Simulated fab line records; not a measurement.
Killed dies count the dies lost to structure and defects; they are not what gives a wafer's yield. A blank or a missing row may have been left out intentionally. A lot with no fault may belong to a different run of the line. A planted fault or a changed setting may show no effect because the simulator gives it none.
fab line records	flow n5Finfet
[record] lots = 7	wafers = 21
route steps=1938 shown SD_EPI_N@275 SDB@353 HKMG_FIN@424 MOL_CONTACT_COAG@608 BEOL_M0_SAQP@637 BEOL_M2@846
startH: hours from the record's first day to the start of the lot's first wafer shown	waitH: hours from the lot's prior step to this one	" as in the row above	L1.1+2: one row covering several wafers at once	- either no value or no given start	* or withheld: withheld	< > ~ a bound
route shown NAME@n: names a module that has steps shown in the file, with the first one's number in the route	usual: average and standard deviation across the fault-free wafers	same: alike in all rows	chamber/n: place in a boat	sites: per-site readings	_std_site: their standard deviation	_edge_site: inner sites' mean taken away from outer sites' mean	radiusMm: how far each site lies from the wafer's centre	mask NAME#n: copy n	behind: the most recent tool/chamber to have shaped the wafer	hold: why the lot was held/for how many hours/how that ended	device: names the non-switching transistor (n, p or np)	end of line: the route-end tests of the same wafers	a step given without rows: its recipe and nothing more	killed: dies that structure and defects cost at the first sort, which is not the same as the wafer's yield	map: per-die view of a wafer (x killed, . not killed, _ where there is no die)
set.NAME: the setting the step ran with; set.NAME@STEP: the setting that earlier step ran with	model.NAME: the simulator's own value behind a step, which no gauge read
lots with deliberately changed settings; one table per step, one row per wafer
[[steps]]
[step N5_SD_EPI_N_ETCH_35]
[recipe] chemistry = N2/H2	target = SOC	overetchA = 1080	maskMaterial = SiARC	tempC = 40	ionEnergyEv = 100	sourceW = 3000	biasW = 133	pressureMtorr = 20	timeS = 486	n2FlowSccm = 200	h2FlowSccm = 200
lot.wafer	tool	chamber	startH	waitH	set.timeS	set.pebTempC@SD_EPI_N_PEB_07	model.SD_EPI_N.cdNm	model.SiARC_of_SD_EPI_N_COAT_33.thkNm
L077.1	rieDiel-06	2	67.05	0.0	486	110	121.8	19.6
L077.4	"	3	"	"	486	110	124	18.4
L077.5	"	3	"	"	486	108.3	117.4	18.4
L081.2	rieDiel-04	1	91.92	0.0	486	110	117	20.2
L081.4	"	0	"	"	592.7	110	121.4	16.6
L081.6	"	1	"	"	486	112.6	125.4	20.2
L083.2	rieDiel-05	1	103.08	0.0	385.1	107.3	112	22.6
L083.5	"	3	"	"	486	110	121	20.2
L083.6	"	0	"	"	385.1	107.3	111.4	22.8
L084.2	rieDiel-06	1	109.15	0.0	450.4	112.3	122.8	20
L084.3	"	2	"	"	450.4	112.3	125.2	21
L084.4	"	3	"	"	486	110	122	18.6
L086.3	rieDiel-04	2	122.22	0.0	382.1	110	115.2	23.4
L086.4	"	1	"	"	382.1	110	114	23.4
L086.5	"	1	"	"	382.1	110	114.6	23.4
L089.1	rieDiel-05	1	139.65	0.0	486	110	123.2	19.4
L089.5	"	1	"	"	486	110	123.6	19.6
L089.6	"	0	"	"	486	110	121.8	19.4
L097.1	rieDiel-05	0	188.61	0.1	486	106.7	112.4	19.8
L097.3	"	0	"	"	486	110	120.4	19.6
L097.6	"	2	"	"	516.3	106.7	113	19.4
[step N5_SD_EPI_N_STRIP_36]
[recipe] chemistry = N2/H2	tempC = 40	n2FlowSccm = 200	h2FlowSccm = 200	rfFrequencyHz = 6e+07
[step N5_SD_EPI_N_ETCHBACK_44]
[recipe] chemistry = CH3F/O2	mode = anisotropicEtchback	target = SiNx	targetDepthA = 145	stopOn = SiO2	overEtchFrac = 0.3	ionEnergyEv = 120	pressureMtorr = 30	sourceW = 395	biasW = 73	Ar_flow_sccm = 150	CH3F_flow_sccm = 30	O2_flow_sccm = 20
[step N5_SD_EPI_N_ETCH_45]
[recipe] chemistry = CH3F/O2	target = SiOCN	targetDepthA = 60	maskMaterial = SOC	ionEnergyEv = 60	biasW = 29	pressureMtorr = 15	sourceW = 410	Ar_flow_sccm = 150	CH3F_flow_sccm = 30	O2_flow_sccm = 20
[step N5_SD_EPI_N_ETCH_16]
[recipe] chemistry = CHF3/O2	target = SiO2	targetDepthA = 50	maskMaterial = SOC	pressureMtorr = 30	sourceW = 650	biasW = 170	Ar_flow_sccm = 200	CHF3_flow_sccm = 50	O2_flow_sccm = 5	ionEnergyEv = 200
lot.wafer	tool	chamber	startH	waitH	set.timeS@SD_EPI_N_ETCH_35	model.SiARC_of_SD_EPI_N_COAT_33.thkNm
L077.1	rieDiel-06	2	67.58	0.1	486	12.2
L077.4+5	"	3	"	"	486	10.8
L081.2	rieDiel-04	1	92.45	0.1	486	13.2
L081.4	"	0	"	"	592.7	9.4
L081.6	"	1	"	"	486	13
L083.2	rieDiel-05	1	103.60	0.1	385.1	15.2
L083.5	"	3	"	"	486	13
L083.6	"	0	"	"	385.1	15.4
L084.2	rieDiel-06	1	109.68	0.1	450.4	12.4
L084.3	"	2	"	"	450.4	13.4
L084.4	"	3	"	"	486	11
L086.3+4	rieDiel-04	2,1	122.75	0.1	382.1	16.2
L086.5	"	1	"	"	382.1	16.4
L089.1+6	rieDiel-05	1,0	140.18	0.1	486	12
L089.5	"	1	"	"	486	12.2
L097.1	rieDiel-05	0	189.40	0.1	486	12.4
L097.3	"	0	"	"	486	12.2
L097.6	"	2	"	"	516.3	12.2
[step N5_SDB_EXPOSE_08]
[recipe] maskId = SDB	na = 1.35	sourceShape = conventional	sigmaOuter = 0.5	polarization = unpolarized	doseMj = 49.6
lot.wafer	tool	chamber	startH	waitH	mask	set.doseMj
L077.1+5	arfiScanner-01	0	83.10	-	SDB#0	49.6
L077.4	"	0	"	"	SDB#0	47.94
L081.2+4	arfiScanner-03	0	109.57	-	SDB#0	47.53
L081.6	"	0	"	"	SDB#0	49.6
L083.2+6	arfiScanner-03	0	119.46	-	SDB#0	46.92
L083.5	"	0	"	"	SDB#0	49.6
L084.2+3+4	arfiScanner-01	0	125.14	-	SDB#0	49.6
L086.3+4	arfiScanner-01	0	137.96	-	SDB#0	49.6
L086.5	"	0	"	"	SDB#0	48.63
L089.1+5+6	arfiScanner-03	0	157.76	-	SDB#0	49.6
L097.1+6	arfiScanner-03	0	206.68	-	SDB#0	51.88
L097.3	"	0	"	"	SDB#0	49.6
[step N5_SDB_PEB_09]
[recipe] pebTempC = withheld	pebTimeS = 60	resist = CAR-ArF
[step N5_SDB_DEVELOP_10]
[recipe] developTimeS = 30	developer = TMAH	resist = CAR-ArF	rinseLiquid = diw	dry = airSpin	devTempC = 23
[step N5_SDB_CD_MEAS_11]
[recipe] targetCdNm = 50	landingEnergyEv = 500	detector = seInlens	polarity = opening
[usual] cdNm = 50.3/1.3
lot.wafer	tool	chamber	startH	waitH	set.doseMj@SDB_EXPOSE_08	cdNm
L077.1	cdSem-01	0	83.23	-	49.6	50.0
L077.4	"	0	"	"	47.94	49.1
L077.5	"	0	"	"	49.6	50.4
L081.2	cdSem-03	0	109.69	-	47.53	43.3
L081.4	"	0	"	"	47.53	44.4
L081.6	"	0	"	"	49.6	48.7
L083.2	cdSem-03	0	119.58	-	46.92	44.1
L083.5	"	0	"	"	49.6	50.0
L083.6	"	0	"	"	46.92	45.8
L084.2	cdSem-02	0	125.26	-	49.6	48.4
L084.3	"	0	"	"	49.6	48.6
L084.4	"	0	"	"	49.6	48.7
L086.3	cdSem-03	0	138.08	-	49.6	50.3
L086.4	"	0	"	"	49.6	50.0
L086.5	"	0	"	"	48.63	50.1
L089.1	cdSem-01	0	157.88	-	49.6	50.7
L089.5	"	0	"	"	49.6	51.1
L089.6	"	0	"	"	49.6	50.7
L097.1	cdSem-02	0	206.81	-	51.88	55.2
L097.3	"	0	"	"	49.6	48.1
L097.6	"	0	"	"	51.88	56.8
[step N5_HKMG_FIN_COAT_06]
[recipe] resist = CAR-ArF	spinRpm = 1500	resistThkNm = 90
lot.wafer	tool	chamber	startH	waitH	set.spinRpm	model.CAR-ArF_of_HKMG_FIN_COAT_06.thkNm
L077.1	lithoTrack-03	0	-	-	1500	90.2
L077.4	"	0	"	"	1500	90.6
L077.5	"	0	"	"	1500	90.4
L081.2	lithoTrack-05	0	-	-	1500	90.2
L081.4	"	0	"	"	1637	86
L081.6	"	0	"	"	1637	86.2
L083.2	lithoTrack-04	0	-	-	1500	90.2
L083.5	"	0	"	"	1619	86.8
L083.6	"	0	"	"	1619	87
L084.2	lithoTrack-03	0	-	-	1500	90
L084.3	"	0	"	"	1500	90.2
L084.4	"	0	"	"	1500	90.4
L086.3	lithoTrack-04	0	-	-	1500	90.2
L086.4	"	0	"	"	1598	87.2
L086.5	"	0	"	"	1500	90
L089.1	lithoTrack-04	0	-	-	1500	90.4
L089.5+6	"	0	"	"	1500	90
L097.1	lithoTrack-03	0	-	-	1500	90.6
L097.3	"	0	"	"	1342	95.6
L097.6	"	0	"	"	1500	90.2
[step N5_HKMG_FIN_EXPOSE_09]
[recipe] maskId = NWFM	na = 1.35	sourceShape = conventional	sigmaOuter = 0.8	polarization = unpolarized	doseMj = 39.25
lot.wafer	tool	chamber	startH	waitH	mask	set.doseMj
L077.1+4	arfiScanner-03	0	92.49	-	NWFM#0	39.25
L077.5	"	0	"	"	NWFM#0	37.2
L081.2+4+6	arfiScanner-01	0	118.81	-	NWFM#0	39.25
L083.2+5+6	arfiScanner-02	0	128.35	-	NWFM#0	39.25
L084.2	arfiScanner-01	0	134.45	-	NWFM#0	36.35
L084.3+4	"	0	"	"	NWFM#0	39.25
L086.3+5	arfiScanner-02	0	147.62	-	NWFM#0	39.25
L086.4	"	0	"	"	NWFM#0	38.31
L089.1+5+6	arfiScanner-02	0	167.76	-	NWFM#0	39.25
L097.1+3	arfiScanner-02	0	217.42	-	NWFM#0	41.19
L097.6	"	0	"	"	NWFM#0	39.25
[step N5_HKMG_FIN_PEB_10]
[recipe] pebTempC = withheld	pebTimeS = 60	resist = CAR-ArF
[step N5_HKMG_FIN_DEVELOP_11]
[recipe] developTimeS = 30	developer = TMAH	resist = CAR-ArF	devTempC = 23	rinseLiquid = diw	dry = airSpin
[step N5_HKMG_FIN_CD_MEAS_12]
[recipe] targetCdNm = 92.8	landingEnergyEv = 500	detector = seInlens
[usual] cdNm = 92.3/0.83
lot.wafer	tool	chamber	startH	waitH	set.doseMj@HKMG_FIN_EXPOSE_09	cdNm
L077.1	cdSem-02	0	92.61	-	39.25	92.5
L077.4	"	0	"	"	39.25	91.4
L077.5	"	0	"	"	37.2	89.1
L081.2	cdSem-03	0	118.93	-	39.25	90.9
L081.4	"	0	"	"	39.25	92.4
L081.6	"	0	"	"	39.25	92.1
L083.2	cdSem-02	0	128.47	-	39.25	91.7
L083.5	"	0	"	"	39.25	92.4
L083.6	"	0	"	"	39.25	91.2
L084.2	cdSem-02	0	134.57	-	36.35	87.6
L084.3	"	0	"	"	39.25	91.4
L084.4	"	0	"	"	39.25	92.1
L086.3	cdSem-01	0	147.73	-	39.25	91.1
L086.4	"	0	"	"	38.31	90.6
L086.5	"	0	"	"	39.25	92.2
L089.1	cdSem-03	0	167.89	-	39.25	91.8
L089.5	"	0	"	"	39.25	94.4
L089.6	"	0	"	"	39.25	92.3
L097.1	cdSem-01	0	217.55	-	41.19	95.3
L097.3	"	0	"	"	41.19	95.5
L097.6	"	0	"	"	39.25	91.1
[step N5_HKMG_FIN_DESCUM_17]
[recipe] chemistry = O2	timeS = 7.9	sourcePowerW = 50	biasPowerW = 20	pressureMtorr = 20	rfFrequencyHz = 2.712e+07	tempC = 40	resist = CAR-ArF	o2FlowSccm = 225
lot.wafer	tool	chamber	startH	waitH	set.spinRpm@HKMG_FIN_COAT_06	model.CAR-ArF_of_HKMG_FIN_COAT_06.thkNm
L077.1	rieDiel-06	1	92.74	0.1	1500	83.6
L077.4	"	2	"	"	1500	84.2
L077.5	"	2	"	"	1500	83.8
L081.2	rieDiel-06	3	119.12	0.1	1500	83.6
L081.4+6	"	2,1	"	"	1637	79.6
L083.2	rieDiel-05	2	128.60	0.1	1500	83.6
L083.5	"	0	"	"	1619	80.2
L083.6	"	1	"	"	1619	80.4
L084.2	rieDiel-06	3	134.66	0.0	1500	83.2
L084.3	"	2	"	"	1500	83.6
L084.4	"	2	"	"	1500	83.8
L086.3	rieDiel-06	2	147.85	0.0	1500	83.8
L086.4	"	1	"	"	1598	80.6
L086.5	"	1	"	"	1500	83.4
L089.1	rieDiel-06	1	167.97	0.0	1500	83.8
L089.5	"	3	"	"	1500	83.2
L089.6	"	2	"	"	1500	83.4
L097.1	rieDiel-04	2	217.86	0.3	1500	84
L097.3	"	1	"	"	1342	89
L097.6	"	2	"	"	1500	83.8
[step N5_MOL_CONTACT_COAG_ALD_133]
[recipe] material = SiO2	targetThkA = 50	tempC = 100	aldPrecursorFamily = BDEAS	aldCoReactant = O2-plasma	pulseTimeS = 1	coReactantPulseTimeS = 1	purgeTimeS = 2	coReactantPurgeTimeS = 2	aldCycles = 35	pressureTorr = 2
lot.wafer	tool	chamber	startH	waitH	set.aldCycles	model.SiO2_of_MOL_CONTACT_COAG_ALD_133.thkNm
L077.1+5	aldSin-04	0	118.74	0.2	38	5.4
L077.4	"	1	"	"	35	5
L081.2	aldSin-01	2	144.57	0.1	35	5
L081.4+6	"	3	"	"	29	4.2
L083.2+5	aldSin-02	2,1	154.29	0.2	40	5.6
L083.6	"	0	"	"	35	5
L084.2	aldSin-02	2	158.80	0.1	40	5.8
L084.3	"	3	"	"	35	5
L084.4	"	0	"	"	40	5.6
L086.3	aldSin-04	1	175.52	0.1	35	5
L086.4+5	"	2,0	"	"	32	4.6
L089.1+5+6	aldSin-02	3,3,0	192.65	0.3	35	5
L097.1+3	aldSin-01	0,2	242.71	0.1	35	5
L097.6	"	0	"	"	30	4.2
[step N5_BEOL_M0_SAQP_PECVD_97]
[recipe] material = SiNx	targetThkA = 230	tempC = 350	precursor = SiH4/NH3/N2	pressureTorr = 1.5	rfW = 300	timeS = 19.9
lot.wafer	tool	chamber	startH	waitH	set.timeS	model.SiNx_of_BEOL_M0_SAQP_PECVD_97.thkNm
L077.1+4	pecvd-01	0	125.21	0.0	19.9	23
L077.5	"	1	"	"	19.9	23.8
L081.2	pecvd-03	0	151.06	0.0	18.38	21.4
L081.4+6	"	0,2	"	"	18.38	21.6
L083.2	pecvd-01	2	162.32	0.0	19.9	23.2
L083.5	"	1	"	"	19.9	23.6
L083.6	"	2	"	"	19.9	23
L084.2	pecvd-03	1	165.18	0.0	19.9	22.6
L084.3	"	0	"	"	18.75	21.6
L084.4	"	1	"	"	19.9	23.2
L086.3	pecvd-03	1	181.01	0.0	19.9	22.6
L086.4	"	2	"	"	19.9	23.4
L086.5	"	1	"	"	17.15	19.8
L089.1	pecvd-03	1	199.31	0.0	19.9	22.8
L089.5	"	0	"	"	19.9	23.6
L089.6	"	1	"	"	19.9	23
L097.1	pecvd-01	2	250.81	0.0	18.28	20.6
L097.3	"	0	"	"	18.28	21
L097.6	"	1	"	"	19.9	24
[step N5_BEOL_M2_COAT_62]
[recipe] resist = SiARC	tempC = 220	timeS = 60	spinRpm = 1500	resistThkNm = 12
lot.wafer	tool	chamber	startH	waitH	set.spinRpm	model.SiARC_of_BEOL_M2_COAT_62.thkNm
L077.1+4	lithoTrack-01	0	-	-	1409	12.4
L077.5	"	0	"	"	1500	12
L081.2+4+6	lithoTrack-02	0	-	-	1500	12
L083.2+5+6	lithoTrack-04	0	-	-	1500	12
L084.2+3+4	lithoTrack-04	0	-	-	1500	12
L086.3+5	lithoTrack-04	0	-	-	1597	11.6
L086.4	"	0	"	"	1500	12
L089.1+5+6	lithoTrack-02	0	-	-	1500	12
L097.1+3	lithoTrack-04	0	-	-	1500	12
L097.6	"	0	"	"	1650	11.4
[step N5_BEOL_M2_ETCH_74]
[recipe] chemistry = N2/H2	target = underlayer	targetDepthA = 65	maskMaterial = CAR-EUV	timeS = 5.2	ionEnergyEv = 200	pressureMtorr = 30	sourceW = 840	biasW = 150	n2FlowSccm = 200	h2FlowSccm = 200	ends = cleared
lot.wafer	tool	chamber	startH	waitH	set.sourceW
L077.1+4+5	rieDiel-06	3,0,0	149.49	0.0	840
L081.2+4+6	rieDiel-06	1,2,1	179.27	0.0	840
L083.2+5+6	rieDiel-06	2,3,0	184.54	0.0	840
L084.2+3	rieDiel-04	3,1	187.29	0.0	694.3
L084.4	"	0	"	"	840
L086.3+4+5	rieDiel-05	3,3,2	205.02	0.0	795.3
L089.1+5+6	rieDiel-04	3,1,2	221.79	0.0	840
L097.1+3+6	rieDiel-04	3,2,0	279.29	0.0	840
[step N5_BEOL_M2_ETCH_63]
[recipe] chemistry = CF4	target = SiARC	targetDepthA = 156	maskMaterial = CAR-EUV	timeS = 26	ionEnergyEv = 80	pressureMtorr = 40	sourceW = 545	biasW = 36	Ar_flow_sccm = 100	cf4FlowSccm = 100	ends = cleared
lot.wafer	tool	chamber	startH	waitH	set.spinRpm@BEOL_M2_COAT_62	model.etch.depthNm
L077.1	rieDiel-06	3	149.51	0.0	1409	12.41
L077.4	"	0	"	"	1409	12.43
L077.5	"	0	"	"	1500	12.05
L081.2	rieDiel-06	1	179.29	0.0	1500	12.01
L081.4	"	2	"	"	1500	12.02
L081.6	"	1	"	"	1500	12.03
L083.2	rieDiel-06	2	184.55	0.0	1500	11.95
L083.5	"	3	"	"	1500	11.97
L083.6	"	0	"	"	1500	12
L084.2	rieDiel-04	3	187.31	0.0	1500	11.97
L084.3	"	1	"	"	1500	12
L084.4	"	0	"	"	1500	12.02
L086.3	rieDiel-05	3	205.04	0.0	1597	11.55
L086.4	"	3	"	"	1500	11.93
L086.5	"	2	"	"	1597	11.59
L089.1	rieDiel-04	3	221.80	0.0	1500	11.98
L089.5	"	1	"	"	1500	12
L089.6	"	2	"	"	1500	12.02
L097.1	rieDiel-04	3	279.30	0.0	1500	11.99
L097.3	"	2	"	"	1500	12.03
L097.6	"	0	"	"	1650	11.46
[step N5_BEOL_M2_COAT_76]
[recipe] resist = underlayer	tempC = 205	timeS = 60	spinRpm = 1500	resistThkNm = 5
lot.wafer	tool	chamber	startH	waitH	set.spinRpm
L077.1	lithoTrack-04	0	-	-	1594
L077.4+5	"	0	"	"	1500
L081.2	lithoTrack-01	0	-	-	1584
L081.4+6	"	0	"	"	1500
L083.2+5	lithoTrack-04	0	-	-	1602
L083.6	"	0	"	"	1500
L084.2+3+4	lithoTrack-04	0	-	-	1500
L086.3+4	lithoTrack-01	0	-	-	1646
L086.5	"	0	"	"	1500
L089.1+5+6	lithoTrack-02	0	-	-	1500
L097.1+6	lithoTrack-04	0	-	-	1500
L097.3	"	0	"	"	1424
[step N5_BEOL_M2_EXPOSE_25]
[recipe] maskId = V1	na = 0.33	sourceShape = quasar	sigmaInner = 0.2	sigmaOuter = 0.8	polarization = unpolarized	defocusNm = 5	doseMj = 63
lot.wafer	tool	chamber	startH	waitH	mask	set.doseMj
L077.1+5	euvScanner-01	0	150.06	-	V1#0	63
L077.4	"	0	"	"	V1#0	59.47
L081.2+6	euvScanner-02	0	179.85	-	V1#0	60.12
L081.4	"	0	"	"	V1#0	63
L083.2+6	euvScanner-02	0	185.35	-	V1#0	67.49
L083.5	"	0	"	"	V1#0	63
L084.2+3+4	euvScanner-01	0	188.10	-	V1#0	63
L086.3	euvScanner-01	0	205.72	-	V1#0	63
L086.4+5	"	0	"	"	V1#0	60.25
L089.1+5+6	euvScanner-01	0	222.51	-	V1#0	63
L097.1+6	euvScanner-02	0	280.08	-	V1#0	63
L097.3	"	0	"	"	V1#0	61.72
[step N5_BEOL_M2_PEB_26]
[recipe] pebTempC = 100	pebTimeS = 60	resist = CAR-EUV
[step N5_BEOL_M2_DEVELOP_27]
[recipe] developTimeS = 30	developer = TMAH	resist = CAR-EUV	rinseLiquid = surfactantRinse	dry = airSpin	devTempC = 23
[step N5_BEOL_M2_CD_MEAS_28]
[recipe] targetCdNm = 26.2	landingEnergyEv = 500	detector = seInlens	targetCdYNm = 24.1	polarity = opening
[usual] cdNm = 26.13/0.21
lot.wafer	tool	chamber	startH	waitH	set.doseMj@BEOL_M2_EXPOSE_25	cdNm
L077.1	cdSem-01	0	150.21	-	63	26.19
L077.4	"	0	"	"	59.47	24.81
L077.5	"	0	"	"	63	25.99
L081.2	cdSem-03	0	179.99	-	60.12	25.13
L081.4	"	0	"	"	63	26.09
L081.6	"	0	"	"	60.12	25.22
L083.2	cdSem-03	0	185.48	-	67.49	27.53
L083.5	"	0	"	"	63	26.00
L083.6	"	0	"	"	67.49	27.51
L084.2	cdSem-01	0	188.24	-	63	25.65
L084.3	"	0	"	"	63	26.02
L084.4	"	0	"	"	63	26.23
L086.3	cdSem-02	0	205.84	-	63	26.07
L086.4	"	0	"	"	60.25	24.80
L086.5	"	0	"	"	60.25	25.44
L089.1	cdSem-03	0	222.65	-	63	26.05
L089.5	"	0	"	"	63	26.30
L089.6	"	0	"	"	63	26.41
L097.1	cdSem-03	0	280.22	-	63	26.23
L097.3	"	0	"	"	61.72	25.63
L097.6	"	0	"	"	63	26.13
[step N5_BEOL_M2_DESCUM_33]
[recipe] chemistry = O2	timeS = 7	sourcePowerW = 50	biasPowerW = 20	pressureMtorr = 20	rfFrequencyHz = 2.712e+07	tempC = 40	resist = CAR-EUV	o2FlowSccm = 225
[step N5_BEOL_M2_ETCH_77]
[recipe] chemistry = N2/H2	target = underlayer	targetDepthA = 65	maskMaterial = CAR-EUV	timeS = 5.2	ionEnergyEv = 200	pressureMtorr = 30	sourceW = 840	biasW = 150	n2FlowSccm = 200	h2FlowSccm = 200	ends = cleared
lot.wafer	tool	chamber	startH	waitH	set.spinRpm@BEOL_M2_COAT_76	model.etch.depthNm
L077.1	rieDiel-05	1	150.65	0.0	1594	4.835
L077.4	"	1	"	"	1500	4.991
L077.5	"	0	"	"	1500	4.989
L081.2	rieDiel-04	3	180.14	0.0	1584	4.864
L081.4	"	2	"	"	1500	5.004
L081.6	"	0	"	"	1500	4.997
L083.2	rieDiel-04	1	186.03	0.0	1602	4.832
L083.5	"	2	"	"	1602	4.831
L083.6	"	3	"	"	1500	4.996
L084.2	rieDiel-06	0	188.46	0.0	1500	4.994
L084.3	"	2	"	"	1500	5.007
L084.4	"	1	"	"	1500	4.999
L086.3	rieDiel-05	2	206.01	0.0	1646	4.766
L086.4	"	3	"	"	1646	4.769
L086.5	"	1	"	"	1500	4.992
L089.1	rieDiel-06	1	222.81	0.0	1500	4.98
L089.5	"	3	"	"	1500	4.999
L089.6	"	2	"	"	1500	4.977
L097.1	rieDiel-06	3	280.38	0.0	1500	4.994
L097.3	"	2	"	"	1424	5.116
L097.6	"	0	"	"	1500	4.998
[[key]]
[split] step = N5_SD_EPI_N_ETCH_35	setting = timeS	stated = 486	by = wafer
[response] step = N5_SD_EPI_N_ETCH_35	reading = model.SiARC_of_SD_EPI_N_COAT_33.thkNm	change = -0.146	per = 1%	r = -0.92
[response] step = N5_SD_EPI_N_ETCH_16	reading = model.SiARC_of_SD_EPI_N_COAT_33.thkNm	change = -0.143	per = 1%	r = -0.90
[split] step = N5_SDB_EXPOSE_08	setting = doseMj	stated = 49.6	by = wafer
[response] step = N5_SDB_CD_MEAS_11	reading = cdNm	change = +1.07	per = 1%	r = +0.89
[split] step = N5_HKMG_FIN_COAT_06	setting = spinRpm	stated = 1500	by = wafer
[response] step = N5_HKMG_FIN_COAT_06	reading = model.CAR-ArF_of_HKMG_FIN_COAT_06.thkNm	change = -0.458	per = 1%	r = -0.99
[response] step = N5_HKMG_FIN_DESCUM_17	reading = model.CAR-ArF_of_HKMG_FIN_COAT_06.thkNm	change = -0.453	per = 1%	r = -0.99
[split] step = N5_HKMG_FIN_EXPOSE_09	setting = doseMj	stated = 39.25	by = wafer
[response] step = N5_HKMG_FIN_CD_MEAS_12	reading = cdNm	change = +0.624	per = 1%	r = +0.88
[split] step = N5_MOL_CONTACT_COAG_ALD_133	setting = aldCycles	stated = 35	by = wafer
[response] step = N5_MOL_CONTACT_COAG_ALD_133	reading = model.SiO2_of_MOL_CONTACT_COAG_ALD_133.thkNm	change = +0.048	per = 1%	r = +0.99
[split] step = N5_BEOL_M0_SAQP_PECVD_97	setting = timeS	stated = 19.9	by = wafer
[response] step = N5_BEOL_M0_SAQP_PECVD_97	reading = model.SiNx_of_BEOL_M0_SAQP_PECVD_97.thkNm	change = +0.268	per = 1%	r = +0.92
[split] step = N5_BEOL_M2_COAT_62	setting = spinRpm	stated = 1500	by = wafer
[response] step = N5_BEOL_M2_COAT_62	reading = model.SiARC_of_BEOL_M2_COAT_62.thkNm	change = -0.0617	per = 1%	r = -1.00
[response] step = N5_BEOL_M2_ETCH_63	reading = model.etch.depthNm	change = -0.056	per = 1%	r = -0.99
[split] step = N5_BEOL_M2_ETCH_74	setting = sourceW	stated = 840	by = wafer
response none clear
[split] step = N5_BEOL_M2_COAT_76	setting = spinRpm	stated = 1500	by = wafer
[response] step = N5_BEOL_M2_ETCH_77	reading = model.etch.depthNm	change = -0.0238	per = 1%	r = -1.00
[split] step = N5_BEOL_M2_EXPOSE_25	setting = doseMj	stated = 63	by = wafer
[response] step = N5_BEOL_M2_CD_MEAS_28	reading = cdNm	change = +0.218	per = 1%	r = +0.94
split outsideThisFile step=N5_SD_EPI_N_PEB_07 setting=pebTempC
// split outsideThisFile: this setting was split too, and the file shows its column; the key of that split is in another file
